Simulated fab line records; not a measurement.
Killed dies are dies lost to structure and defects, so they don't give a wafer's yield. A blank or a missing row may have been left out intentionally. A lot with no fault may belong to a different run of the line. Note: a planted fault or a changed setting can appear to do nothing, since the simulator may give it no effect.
Which tool did it? || flow n5 finfet || 9 lots, 26 wafers sampled, at 8 steps of a route of 1938

== WHAT THE GAUGES READ, wafer by wafer ==
N5_SD_EPI_N_INSPECT_26: inspects for defects (darkfield).
{"lot": "L343", "measured": "day 3 13:25", "on": "defect inspect-01", "raw defect count": "250 226 235"}
{"lot": "L344", "measured": "day 3 18:03", "on": "defect inspect-01", "raw defect count": "232 182 247"}
{"lot": "L346", "measured": "day 4 04:53", "on": "defect inspect-02", "raw defect count": "227 243 237"}
{"lot": "L345", "measured": "day 4 06:14", "on": "defect inspect-02", "raw defect count": "266 233"}
{"lot": "L347", "measured": "day 4 13:11", "on": "defect inspect-01", "raw defect count": "813 731 758"}
{"lot": "L351", "measured": "day 5 12:13", "on": "defect inspect-02", "raw defect count": "600 675 741"}
{"lot": "L352", "measured": "day 5 16:29", "on": "defect inspect-01", "raw defect count": "194 171 169"}
{"lot": "L356", "measured": "day 6 20:14", "on": "defect inspect-01", "raw defect count": "202 220 238"}
{"lot": "L360", "measured": "day 7 16:38", "on": "defect inspect-02", "raw defect count": "189 166 132"}

N5_SD_EPI_P_INSPECT_11: inspects for defects (macro).
{"lot": "L343", "measured": "day 3 13:52", "on": "defect inspect-02", "raw defect count": "5 0 3"}
{"lot": "L344", "measured": "day 3 18:30", "on": "defect inspect-02", "raw defect count": "0 0 1"}
{"lot": "L346", "measured": "day 4 05:20", "on": "defect inspect-02", "raw defect count": "2 1 2"}
{"lot": "L345", "measured": "day 4 06:34", "on": "defect inspect-01", "raw defect count": "1 1"}
{"lot": "L347", "measured": "day 4 13:38", "on": "defect inspect-02", "raw defect count": ">300 >300 >300"}
{"lot": "L351", "measured": "day 5 12:32", "on": "defect inspect-01", "raw defect count": ">300 >300 >300"}
{"lot": "L352", "measured": "day 5 16:56", "on": "defect inspect-01", "raw defect count": "1 2 6"}
{"lot": "L356", "measured": "day 6 20:41", "on": "defect inspect-01", "raw defect count": "0 1 0"}
{"lot": "L360", "measured": "day 7 16:58", "on": "defect inspect-02", "raw defect count": "3 1 0"}

N5_SD_EPI_P_INSPECT_26: inspects for defects (darkfield).
{"lot": "L343", "measured": "day 3 18:28", "on": "defect inspect-01", "raw defect count": "187 162 178"}
{"lot": "L344", "measured": "day 3 23:05", "on": "defect inspect-02", "raw defect count": "218 152 193"}
{"lot": "L346", "measured": "day 4 10:14", "on": "defect inspect-01", "raw defect count": "167 189 173"}
{"lot": "L345", "measured": "day 4 10:19", "on": "defect inspect-01", "raw defect count": "240 160"}
{"lot": "L347", "measured": "day 4 17:30", "on": "defect inspect-02", "raw defect count": "762 681 721"}
{"lot": "L351", "measured": "day 5 16:19", "on": "defect inspect-01", "raw defect count": "612 731 765"}
{"lot": "L352", "measured": "day 5 20:42", "on": "defect inspect-02", "raw defect count": "175 138 130"}
{"lot": "L356", "measured": "day 7 00:26", "on": "defect inspect-02", "raw defect count": "187 162 205"}
{"lot": "L360", "measured": "day 7 20:43", "on": "defect inspect-01", "raw defect count": "164 166 145"}

N5_SD_ACTIVATION_INSPECT_02: inspects for defects (darkfield).
{"lot": "L343", "measured": "day 3 19:14", "on": "defect inspect-01", "raw defect count": "175 168 186"}
{"lot": "L344", "measured": "day 3 23:50", "on": "defect inspect-02", "raw defect count": "213 160 188"}
{"lot": "L346", "measured": "day 4 10:59", "on": "defect inspect-01", "raw defect count": "170 208 189"}
{"lot": "L345", "measured": "day 4 11:10", "on": "defect inspect-01", "raw defect count": "245 173"}
{"lot": "L347", "measured": "day 4 18:16", "on": "defect inspect-01", "raw defect count": "751 663 728"}
{"lot": "L351", "measured": "day 5 17:05", "on": "defect inspect-01", "raw defect count": "603 723 741"}
{"lot": "L352", "measured": "day 5 21:40", "on": "defect inspect-01", "raw defect count": "168 129 133"}
{"lot": "L356", "measured": "day 7 01:11", "on": "defect inspect-02", "raw defect count": "199 164 202"}
{"lot": "L360", "measured": "day 7 21:33", "on": "defect inspect-01", "raw defect count": "161 165 162"}

== WHAT TOOL EACH LOT RAN ON (gives the tool, then ch and the chambers of the sampled wafers, and finally the start) ==
{"lot": "L343", "N5_SPACER0_ALD_00": "ald sin-04 ch 1,2,3, day 3 06:48", "N5_SD_EPI_N_ETCH_35": "rie diel-06 ch 1,2, day 3 07:49", "N5_SD_EPI_N_VAPOR_ETCH_50": "epi rpcvd-01 ch 0, day 3 09:43", "N5_SD_EPI_N_LINER_46": "ald sin-02 ch 0,1,3, day 3 13:10"}
{"lot": "L344", "N5_SPACER0_ALD_00": "ald sin-03 ch 1,2,3, day 3 12:22", "N5_SD_EPI_N_ETCH_35": "rie diel-05 ch 1,2, day 3 13:21", "N5_SD_EPI_N_VAPOR_ETCH_50": "epi rpcvd-01 ch 0, day 3 14:52", "N5_SD_EPI_N_LINER_46": "ald sin-04 ch 0,2,3, day 3 17:48"}
{"lot": "L346", "N5_SPACER0_ALD_00": "ald sin-04 ch 2,3, day 3 23:22", "N5_SD_EPI_N_ETCH_35": "rie diel-02 ch 0,2,3, day 4 00:25", "N5_SD_EPI_N_VAPOR_ETCH_50": "epi rpcvd-04 ch 0, day 4 01:49", "N5_SD_EPI_N_LINER_46": "ald sin-04 ch 0,1,3, day 4 04:38"}
{"lot": "L345", "N5_SPACER0_ALD_00": "ald sin-04 ch 0,2, day 3 23:54", "N5_SD_EPI_N_ETCH_35": "rie diel-06 ch 0,1, day 4 00:57", "N5_SD_EPI_N_VAPOR_ETCH_50": "epi rpcvd-01 ch 0, day 4 02:31", "N5_SD_EPI_N_LINER_46": "ald sin-02 ch 0,3, day 4 05:59"}
{"lot": "L347", "N5_SPACER0_ALD_00": "ald sin-04 ch 0,2,3, day 4 08:19", "N5_SD_EPI_N_ETCH_35": "rie diel-06 ch 0,1,2, day 4 09:19", "N5_SD_EPI_N_VAPOR_ETCH_50": "epi rpcvd-01 ch 0, day 4 10:43", "N5_SD_EPI_N_LINER_46": "ald sin-02 ch 1,2,3, day 4 12:56"}
{"lot": "L351", "N5_SPACER0_ALD_00": "ald sin-01 ch 1,2,3, day 5 07:19", "N5_SD_EPI_N_ETCH_35": "rie diel-05 ch 0,1,3, day 5 08:12", "N5_SD_EPI_N_VAPOR_ETCH_50": "epi rpcvd-01 ch 0, day 5 09:37", "N5_SD_EPI_N_LINER_46": "ald sin-01 ch 0,1,3, day 5 11:58"}
{"lot": "L352", "N5_SPACER0_ALD_00": "ald sin-01 ch 0,1,3, day 5 11:35", "N5_SD_EPI_N_ETCH_35": "rie diel-05 ch 2,3, day 5 12:35", "N5_SD_EPI_N_VAPOR_ETCH_50": "epi rpcvd-04 ch 0, day 5 13:59", "N5_SD_EPI_N_LINER_46": "ald sin-02 ch 0,1,2, day 5 16:14"}
{"lot": "L356", "N5_SPACER0_ALD_00": "ald sin-04 ch 0,3, day 6 14:56", "N5_SD_EPI_N_ETCH_35": "rie diel-02 ch 0,3, day 6 15:56", "N5_SD_EPI_N_VAPOR_ETCH_50": "epi rpcvd-04 ch 0, day 6 17:24", "N5_SD_EPI_N_LINER_46": "ald sin-02 ch 1,2,3, day 6 19:58"}
{"lot": "L360", "N5_SPACER0_ALD_00": "ald sin-04 ch 1,2,3, day 7 11:43", "N5_SD_EPI_N_ETCH_35": "rie diel-05 ch 0,1,3, day 7 12:42", "N5_SD_EPI_N_VAPOR_ETCH_50": "epi rpcvd-04 ch 0, day 7 14:08", "N5_SD_EPI_N_LINER_46": "ald sin-02 ch 0,2,3, day 7 16:23"}
- N5_SPACER0_ALD_00: deposits SiOCN, target thk 3.5 nm, pulse time 3 s, purge time 2 s.
- N5_SD_EPI_N_ETCH_35: etches SOC in N2/H2, overetch 108 nm, time 486 s.
- N5_SD_EPI_N_VAPOR_ETCH_50: etches Si in HCl, time 54 s.
- N5_SD_EPI_N_LINER_46: material SiNx, target thk 3 nm.

== AS READ BY THE TOOLS THEMSELVES (means over the sampled wafers that have a number; for cases with no such wafer, the mark the record gives instead) ==
N5_SPACER0_ALD_00.
{"lot": "L343", "tool": "ald sin-04", "chamber pressure Torr (Torr)": 1.997, "heater power w (W)": 818, "precursor pulse height rel": 1.002}
{"lot": "L344", "tool": "ald sin-03", "chamber pressure Torr (Torr)": 1.999, "heater power w (W)": 841, "precursor pulse height rel": 1.004}
{"lot": "L346", "tool": "ald sin-04", "chamber pressure Torr (Torr)": 2.006, "heater power w (W)": 839, "precursor pulse height rel": 0.992}
{"lot": "L345", "tool": "ald sin-04", "chamber pressure Torr (Torr)": 1.999, "heater power w (W)": 894, "precursor pulse height rel": 1.016}
{"lot": "L347", "tool": "ald sin-04", "chamber pressure Torr (Torr)": 2.001, "heater power w (W)": 872, "precursor pulse height rel": 1.001}
{"lot": "L351", "tool": "ald sin-01", "chamber pressure Torr (Torr)": 2.003, "heater power w (W)": 841, "precursor pulse height rel": 0.999}
{"lot": "L352", "tool": "ald sin-01", "chamber pressure Torr (Torr)": 1.999, "heater power w (W)": 834, "precursor pulse height rel": 0.989}
{"lot": "L356", "tool": "ald sin-04", "chamber pressure Torr (Torr)": 1.998, "heater power w (W)": 888, "precursor pulse height rel": 1.003}
{"lot": "L360", "tool": "ald sin-04", "chamber pressure Torr (Torr)": 2.001, "heater power w (W)": 802, "precursor pulse height rel": 1.030}

N5_SD_EPI_N_ETCH_35.
{"lot": "L343", "tool": "rie diel-06", "chamber pressure mTorr (mTorr)": 20.015, "drypump motor current A (A)": 5.9, "oes product au (a.u.)": 0.79, "rf vpp V (V)": 241.1, "showerhead plenum p Torr (Torr)": 2.59, "throttle valve pct (%)": 23.66}
{"lot": "L344", "tool": "rie diel-05", "chamber pressure mTorr (mTorr)": 19.998, "drypump motor current A (A)": 5.5, "oes product au (a.u.)": 0.65, "rf vpp V (V)": 240.2, "showerhead plenum p Torr (Torr)": 2.53, "throttle valve pct (%)": 23.75}
{"lot": "L346", "tool": "rie diel-02", "chamber pressure mTorr (mTorr)": 19.986, "drypump motor current A (A)": 5.8, "oes product au (a.u.)": 0.70, "rf vpp V (V)": 241.0, "showerhead plenum p Torr (Torr)": 2.53, "throttle valve pct (%)": 23.80}
{"lot": "L345", "tool": "rie diel-06", "chamber pressure mTorr (mTorr)": 19.987, "drypump motor current A (A)": 5.8, "oes product au (a.u.)": 0.85, "rf vpp V (V)": 242.5, "showerhead plenum p Torr (Torr)": 2.60, "throttle valve pct (%)": 23.84}
{"lot": "L347", "tool": "rie diel-06", "chamber pressure mTorr (mTorr)": 20.014, "drypump motor current A (A)": 5.9, "oes product au (a.u.)": 0.78, "rf vpp V (V)": 241.7, "showerhead plenum p Torr (Torr)": 2.58, "throttle valve pct (%)": 23.79}
{"lot": "L351", "tool": "rie diel-05", "chamber pressure mTorr (mTorr)": 19.996, "drypump motor current A (A)": 5.6, "oes product au (a.u.)": 0.73, "rf vpp V (V)": 241.0, "showerhead plenum p Torr (Torr)": 2.56, "throttle valve pct (%)": 23.97}
{"lot": "L352", "tool": "rie diel-05", "chamber pressure mTorr (mTorr)": 20.003, "drypump motor current A (A)": 5.4, "oes product au (a.u.)": 0.70, "rf vpp V (V)": 241.3, "showerhead plenum p Torr (Torr)": 2.56, "throttle valve pct (%)": 23.79}
{"lot": "L356", "tool": "rie diel-02", "chamber pressure mTorr (mTorr)": 19.997, "drypump motor current A (A)": 6.0, "oes product au (a.u.)": 0.80, "rf vpp V (V)": 242.4, "showerhead plenum p Torr (Torr)": 2.66, "throttle valve pct (%)": 23.45}
{"lot": "L360", "tool": "rie diel-05", "chamber pressure mTorr (mTorr)": 20.000, "drypump motor current A (A)": 5.6, "oes product au (a.u.)": 0.70, "rf vpp V (V)": 241.9, "showerhead plenum p Torr (Torr)": 2.55, "throttle valve pct (%)": 24.00}

N5_SD_EPI_N_VAPOR_ETCH_50.
{"lot": "L343", "tool": "epi rpcvd-01", "chamber pressure Torr (Torr)": 20.02, "throttle valve pct (%)": 10.8}
{"lot": "L344", "tool": "epi rpcvd-01", "chamber pressure Torr (Torr)": 20.01, "throttle valve pct (%)": 10.4}
{"lot": "L346", "tool": "epi rpcvd-04", "chamber pressure Torr (Torr)": 19.96, "throttle valve pct (%)": 11.7}
{"lot": "L345", "tool": "epi rpcvd-01", "chamber pressure Torr (Torr)": 20.02, "throttle valve pct (%)": 10.5}
{"lot": "L347", "tool": "epi rpcvd-01", "chamber pressure Torr (Torr)": 19.99, "throttle valve pct (%)": 10.5}
{"lot": "L351", "tool": "epi rpcvd-01", "chamber pressure Torr (Torr)": 19.96, "throttle valve pct (%)": 10.6}
{"lot": "L352", "tool": "epi rpcvd-04", "chamber pressure Torr (Torr)": 19.95, "throttle valve pct (%)": 11.6}
{"lot": "L356", "tool": "epi rpcvd-04", "chamber pressure Torr (Torr)": 19.96, "throttle valve pct (%)": 11.7}
{"lot": "L360", "tool": "epi rpcvd-04", "chamber pressure Torr (Torr)": 20.06, "throttle valve pct (%)": 11.6}

N5_SD_EPI_N_LINER_46.
{"lot": "L343", "tool": "ald sin-02", "chamber pressure Torr (Torr)": 2.000, "heater power w (W)": 890}
{"lot": "L344", "tool": "ald sin-04", "chamber pressure Torr (Torr)": 1.998, "heater power w (W)": 883}
{"lot": "L346", "tool": "ald sin-04", "chamber pressure Torr (Torr)": 1.997, "heater power w (W)": 864}
{"lot": "L345", "tool": "ald sin-02", "chamber pressure Torr (Torr)": 2.002, "heater power w (W)": 854}
{"lot": "L347", "tool": "ald sin-02", "chamber pressure Torr (Torr)": 1.998, "heater power w (W)": 942}
{"lot": "L351", "tool": "ald sin-01", "chamber pressure Torr (Torr)": 1.994, "heater power w (W)": 815}
{"lot": "L352", "tool": "ald sin-02", "chamber pressure Torr (Torr)": 1.999, "heater power w (W)": 902}
{"lot": "L356", "tool": "ald sin-02", "chamber pressure Torr (Torr)": 1.997, "heater power w (W)": 949}
{"lot": "L360", "tool": "ald sin-02", "chamber pressure Torr (Torr)": 1.998, "heater power w (W)": 891}

== THE ANSWER, worked out from the rows above alone ==
Rule: what is usual is taken from the lots themselves. The widest of any qualifying gaps counts: lots, ordered by their means at a reading, are off when they make up no more than a third of the lots, leave a main group of 4 or more, and stand apart from it by 3 or more times the standard deviation of that group's means. The tables above print the reading to a certain number of digits; a main group whose means all agree to those digits is not used. Also off: a lot with no number at a reading for which 4 or more lots have one. All remaining lots with rows at the step are treated as sound. Order of review: gauges by route order, followed by the tools' own readings, for which a lot's mean as printed above is used. The first step at which some lot is off is used, and at that step the reading that is off furthest; a lot without a number counts as furthest.
Off: L347, L351 (N5_SD_EPI_N_INSPECT_26, raw defect count). The main group has a mean of 215 with a standard deviation of 30.
If a tool, at a process step before that reading, ran all the lots that are off and no sound lot after the first of them, it fits. The gauges at N5_SD_EPI_N_INSPECT_26 are tried like those tools. One fits: N5_SD_EPI_N_VAPOR_ETCH_50 on epi rpcvd-01. Its last sound lot is L345 (day 4 02:31), its first lot that is off L347 (day 4 10:43): a fault that began between those two fits.

== WHAT WAS PUT IN BY THE SIMULATOR ==
Chamber particle source: epi rpcvd-01, from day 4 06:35 on, at N5_SD_EPI_N_VAPOR_ETCH_50. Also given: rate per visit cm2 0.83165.
Struck lots among those shown: L347, L351. Same finding as the rule above.
